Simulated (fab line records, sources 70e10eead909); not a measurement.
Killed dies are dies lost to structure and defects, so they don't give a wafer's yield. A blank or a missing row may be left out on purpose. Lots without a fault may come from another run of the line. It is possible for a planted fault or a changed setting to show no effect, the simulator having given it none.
Which tool is to blame? | flow nand harc | 24 lots with 72 wafers sampled at 5 steps, on a route of 1302 steps

== WHAT THE GAUGES SHOWED, per wafer ==
NHARC_P_M1_CD_MEAS_16.
lot  | measured     | on        | cd nm (nm)
L074 | day 6 01:50  | cd sem-03 | 129.4 128.7 128.2
L076 | day 6 19:12  | cd sem-01 | 129.5 130.3 129.9
L075 | day 6 20:31  | cd sem-02 | 129.7 130.9 130.1
L077 | day 7 08:35  | cd sem-01 | 130.5 129.4 128.9
L078 | day 7 20:53  | cd sem-03 | 130.0 129.3 130.0
L079 | day 8 02:05  | cd sem-03 | 129.4 130.3 129.7
L080 | day 8 12:47  | cd sem-01 | 130.5 130.2 131.6
L081 | day 9 07:17  | cd sem-03 | 130.7 131.9 129.7
L083 | day 9 23:59  | cd sem-02 | 129.4 130.1 129.9
L082 | day 10 00:29 | cd sem-01 | 129.5 129.4 130.2
L084 | day 10 11:11 | cd sem-02 | 129.5 129.5 129.2
L085 | day 11 00:02 | cd sem-03 | 131.9 129.7 131.3
L086 | day 11 05:33 | cd sem-02 | 130.2 129.8 130.2
L087 | day 11 12:40 | cd sem-03 | 130.3 130.7 131.0
L089 | day 12 05:24 | cd sem-03 | 130.2 130.5 129.4
L088 | day 12 05:34 | cd sem-01 | 128.9 131.0 129.3
L090 | day 12 23:12 | cd sem-01 | 130.5 129.9 130.8
L091 | day 13 14:08 | cd sem-02 | 131.0 129.1 129.4
L092 | day 13 18:11 | cd sem-01 | 128.9 130.0 128.6
L093 | day 14 07:40 | cd sem-02 | 129.6 128.1 129.4
L094 | day 14 12:34 | cd sem-03 | 129.1 129.7 130.9
L095 | day 15 00:24 | cd sem-01 | 128.7 130.8 129.6
L096 | day 15 09:06 | cd sem-01 | 128.3 130.2 129.0
L097 | day 16 02:20 | cd sem-03 | 130.3 129.8 129.9

NHARC_P_M2_INSPECT_27.
lot  | measured     | on                | raw defect count
L074 | day 6 08:32  | defect inspect-01 | 458 747 572
L076 | day 7 01:50  | defect inspect-01 | 340 287 259
L075 | day 7 02:48  | defect inspect-01 | 220 233 303
L077 | day 7 14:56  | defect inspect-02 | 786 639 432
L078 | day 8 03:19  | defect inspect-01 | 189 436 316
L079 | day 8 08:24  | defect inspect-02 | 180 309 234
L080 | day 8 19:19  | defect inspect-01 | 178 189 313
L081 | day 9 13:44  | defect inspect-01 | 184 134 248
L083 | day 10 06:34 | defect inspect-01 | 277 216 283
L082 | day 10 06:57 | defect inspect-02 | 629 286 458
L084 | day 10 17:35 | defect inspect-01 | 374 551 638
L085 | day 11 06:27 | defect inspect-02 | 300 438 354
L086 | day 11 12:09 | defect inspect-02 | 348 329 330
L087 | day 11 19:06 | defect inspect-01 | 216 340 242
L089 | day 12 11:41 | defect inspect-02 | 277 313 374
L088 | day 12 12:04 | defect inspect-02 | 189 241 202
L090 | day 13 05:31 | defect inspect-02 | 586 431 345
L091 | day 13 20:48 | defect inspect-01 | 172 273 502
L092 | day 14 00:44 | defect inspect-02 | 175 199 237
L093 | day 14 14:04 | defect inspect-02 | 196 307 309
L094 | day 14 19:04 | defect inspect-02 | 548 420 316
L095 | day 15 06:49 | defect inspect-01 | 296 230 344
L096 | day 15 15:32 | defect inspect-01 | 150 201 306
L097 | day 16 08:49 | defect inspect-01 | 294 186 218

NHARC_P_BONDPAD_THK_MEAS_33: measures by ellipsometry.
lot  | measured     | on            | thk nm (nm)
L074 | day 6 09:46  | film metro-02 | 197.9 200.0 200.5
L076 | day 7 03:03  | film metro-02 | 198.4 199.1 201.3
L075 | day 7 03:59  | film metro-01 | 200.9 201.0 199.4
L077 | day 7 16:10  | film metro-02 | 199.0 202.9 198.4
L078 | day 8 04:32  | film metro-01 | 199.6 198.8 200.7
L079 | day 8 09:37  | film metro-01 | 199.3 201.5 199.8
L080 | day 8 20:31  | film metro-01 | 201.1 200.3 200.8
L081 | day 9 14:56  | film metro-01 | 200.5 198.8 199.8
L083 | day 10 07:46 | film metro-01 | 200.1 200.7 199.9
L082 | day 10 08:11 | film metro-02 | 199.6 202.1 197.4
L084 | day 10 18:47 | film metro-02 | 199.4 199.3 198.8
L085 | day 11 07:40 | film metro-02 | 199.8 200.7 199.0
L086 | day 11 13:22 | film metro-02 | 198.5 200.2 199.9
L087 | day 11 20:19 | film metro-02 | 200.7 200.4 200.7
L089 | day 12 13:07 | film metro-01 | 199.1 197.6 200.0
L088 | day 12 13:16 | film metro-02 | 200.1 198.3 202.3
L090 | day 13 06:52 | film metro-01 | 199.8 194.3 198.6
L091 | day 13 22:10 | film metro-01 | 200.4 200.5 202.1
L092 | day 14 01:57 | film metro-01 | 202.2 200.7 200.2
L093 | day 14 15:17 | film metro-02 | 202.2 201.5 201.3
L094 | day 14 20:17 | film metro-01 | 201.3 200.0 203.3
L095 | day 15 08:02 | film metro-01 | 201.6 200.5 198.1
L096 | day 15 16:46 | film metro-01 | 201.6 198.0 200.0
L097 | day 16 10:03 | film metro-02 | 200.3 199.9 202.7

== EACH LOT AND THE TOOL THAT RAN IT (in order: tool; ch and the chambers of the sampled wafers; start) ==
lot  | NHARC_P_M0_PRE_CLEAN_29                 | NHARC_P_M2_ETCH_28
L074 | pvd sputter-02, day 6 01:50 or earlier  | rie diel-09 ch 0,2,3, day 6 08:32 or earlier
L076 | pvd sputter-02, day 6 19:12 or earlier  | rie diel-10 ch 1,2,3, day 7 01:50 or earlier
L075 | pvd sputter-03, day 6 20:31 or earlier  | rie diel-10 ch 0,1,3, day 7 02:48 or earlier
L077 | pvd sputter-02, day 7 08:35 or earlier  | rie diel-10 ch 0,2,3, day 7 14:56 or earlier
L078 | pvd sputter-01, day 7 20:53 or earlier  | rie diel-10 ch 0,2,3, day 8 03:19 or earlier
L079 | pvd sputter-03, day 8 02:05 or earlier  | rie diel-10 ch 0,1,3, day 8 08:24 or earlier
L080 | pvd sputter-01, day 8 12:47 or earlier  | rie diel-10 ch 0,1,3, day 8 19:19 or earlier
L081 | pvd sputter-02, day 9 07:17 or earlier  | rie diel-10 ch 1,2, day 9 13:44 or earlier
L083 | pvd sputter-01, day 9 23:59 or earlier  | rie diel-10 ch 0,2,3, day 10 06:34 or earlier
L082 | pvd sputter-02, day 10 00:29 or earlier | rie diel-09 ch 0,2,3, day 10 06:57 or earlier
L084 | pvd sputter-02, day 10 11:11 or earlier | rie diel-09 ch 2,3, day 10 17:35 or earlier
L085 | pvd sputter-02, day 11 00:02 or earlier | rie diel-09 ch 1,2, day 11 06:27 or earlier
L086 | pvd sputter-01, day 11 05:33 or earlier | rie diel-08 ch 0,1,3, day 11 12:09 or earlier
L087 | pvd sputter-02, day 11 12:40 or earlier | rie diel-08 ch 0,1, day 11 19:06 or earlier
L089 | pvd sputter-03, day 12 05:24 or earlier | rie diel-08 ch 0,2,3, day 12 11:41 or earlier
L088 | pvd sputter-01, day 12 05:34 or earlier | rie diel-09 ch 0,2, day 12 12:04 or earlier
L090 | pvd sputter-01, day 12 23:12 or earlier | rie diel-09 ch 0,1,3, day 13 05:31 or earlier
L091 | pvd sputter-03, day 13 14:08 or earlier | rie diel-10 ch 0,1, day 13 20:48 or earlier
L092 | pvd sputter-01, day 13 18:11 or earlier | rie diel-10 ch 1,2,3, day 14 00:44 or earlier
L093 | pvd sputter-01, day 14 07:40 or earlier | rie diel-10 ch 2,3, day 14 14:04 or earlier
L094 | pvd sputter-03, day 14 12:34 or earlier | rie diel-10 ch 0,2,3, day 14 19:04 or earlier
L095 | pvd sputter-01, day 15 00:24 or earlier | rie diel-09 ch 0,1,3, day 15 06:49 or earlier
L096 | pvd sputter-01, day 15 09:06 or earlier | rie diel-08 ch 1,3, day 15 15:32 or earlier
L097 | pvd sputter-03, day 16 02:20 or earlier | rie diel-09 ch 0,1,3, day 16 08:49 or earlier
- NHARC_P_M0_PRE_CLEAN_29: time 30 s.
- NHARC_P_M2_ETCH_28: etches the open film in CF4/N2, target depth 30 nm, time 72.99 s.

== WHAT THE TOOLS THEMSELVES READ (means of the sampled wafers that have a number; where no wafer has one, the mark that the record gives instead) ==
NHARC_P_M0_PRE_CLEAN_29.
lot  | tool           | heater power w (W)
L074 | pvd sputter-02 | 392
L076 | pvd sputter-02 | 392
L075 | pvd sputter-03 | 440
L077 | pvd sputter-02 | 394
L078 | pvd sputter-01 | 397
L079 | pvd sputter-03 | 425
L080 | pvd sputter-01 | 415
L081 | pvd sputter-02 | 397
L083 | pvd sputter-01 | 408
L082 | pvd sputter-02 | 378
L084 | pvd sputter-02 | 389
L085 | pvd sputter-02 | 380
L086 | pvd sputter-01 | 419
L087 | pvd sputter-02 | 394
L089 | pvd sputter-03 | 422
L088 | pvd sputter-01 | 424
L090 | pvd sputter-01 | 425
L091 | pvd sputter-03 | 410
L092 | pvd sputter-01 | 400
L093 | pvd sputter-01 | 397
L094 | pvd sputter-03 | 417
L095 | pvd sputter-01 | 403
L096 | pvd sputter-01 | 401
L097 | pvd sputter-03 | 424

NHARC_P_M2_ETCH_28.
lot  | tool        | drypump motor current A (A) | oes product au (a.u.) | rf vpp V (V) | showerhead plenum p Torr (Torr) | throttle valve pct (%)
L074 | rie diel-09 | 5.2                         | 0.998                 | 314.6        | 2.67                            | 19.783
L076 | rie diel-10 | 5.2                         | 1.005                 | 316.1        | 2.70                            | 19.799
L075 | rie diel-10 | 5.7                         | 0.993                 | 314.7        | 2.64                            | 19.798
L077 | rie diel-10 | 5.6                         | 0.999                 | 316.0        | 2.74                            | 19.794
L078 | rie diel-10 | 5.6                         | 0.998                 | 316.4        | 2.74                            | 19.794
L079 | rie diel-10 | 5.8                         | 1.001                 | 313.7        | 2.63                            | 19.800
L080 | rie diel-10 | 5.8                         | 0.995                 | 314.2        | 2.63                            | 19.799
L081 | rie diel-10 | 5.3                         | 1.002                 | 313.6        | 2.59                            | 19.787
L083 | rie diel-10 | 5.6                         | 1.004                 | 316.7        | 2.74                            | 19.782
L082 | rie diel-09 | 5.2                         | 1.007                 | 314.7        | 2.67                            | 19.800
L084 | rie diel-09 | 5.2                         | 1.005                 | 316.2        | 2.75                            | 19.797
L085 | rie diel-09 | 5.4                         | 1.010                 | 315.3        | 2.70                            | 19.793
L086 | rie diel-08 | 5.5                         | 0.991                 | 313.9        | 2.63                            | 19.795
L087 | rie diel-08 | 5.8                         | 1.004                 | 314.3        | 2.62                            | 19.784
L089 | rie diel-08 | 5.4                         | 1.004                 | 314.7        | 2.65                            | 19.793
L088 | rie diel-09 | 5.4                         | 1.007                 | 314.5        | 2.68                            | 19.796
L090 | rie diel-09 | 5.4                         | 0.993                 | 314.4        | 2.61                            | 19.798
L091 | rie diel-10 | 5.8                         | 0.997                 | 312.0        | 2.52                            | 19.798
L092 | rie diel-10 | 5.2                         | 0.996                 | 315.4        | 2.69                            | 19.798
L093 | rie diel-10 | 5.1                         | 1.009                 | 317.5        | 2.80                            | 19.785
L094 | rie diel-10 | 5.6                         | 1.009                 | 316.4        | 2.73                            | 19.797
L095 | rie diel-09 | 5.4                         | 1.007                 | 313.3        | 2.61                            | 19.793
L096 | rie diel-08 | 5.9                         | 1.005                 | 313.8        | 2.66                            | 19.797
L097 | rie diel-09 | 5.3                         | 1.009                 | 314.2        | 2.61                            | 19.798

== THE ANSWER, worked out from the rows above alone ==
Rule: what is usual is taken from the lots themselves. The widest of any qualifying gaps counts: lots, ordered by their means at a reading, are off when they make up no more than a third of the lots, leave a main group of 4 or more, and stand apart from it by 3 or more times the standard deviation of that group's means. If all means in a main group match to the digits the tables above print for the reading, that group is not used. A lot without any number at a reading at which 4 lots or more have one is off too. The other lots that the step has rows for count as sound. Order of review: gauges by route order, followed by the tools' own readings, for which a lot's mean as printed above is used. At the first step where some lot is off, the reading lying furthest off is the one used; lots without a number count as furthest.
Across all readings shown, no lot is off: no conclusion can be drawn from this.

== WHAT THE SIMULATOR PUT IN ==
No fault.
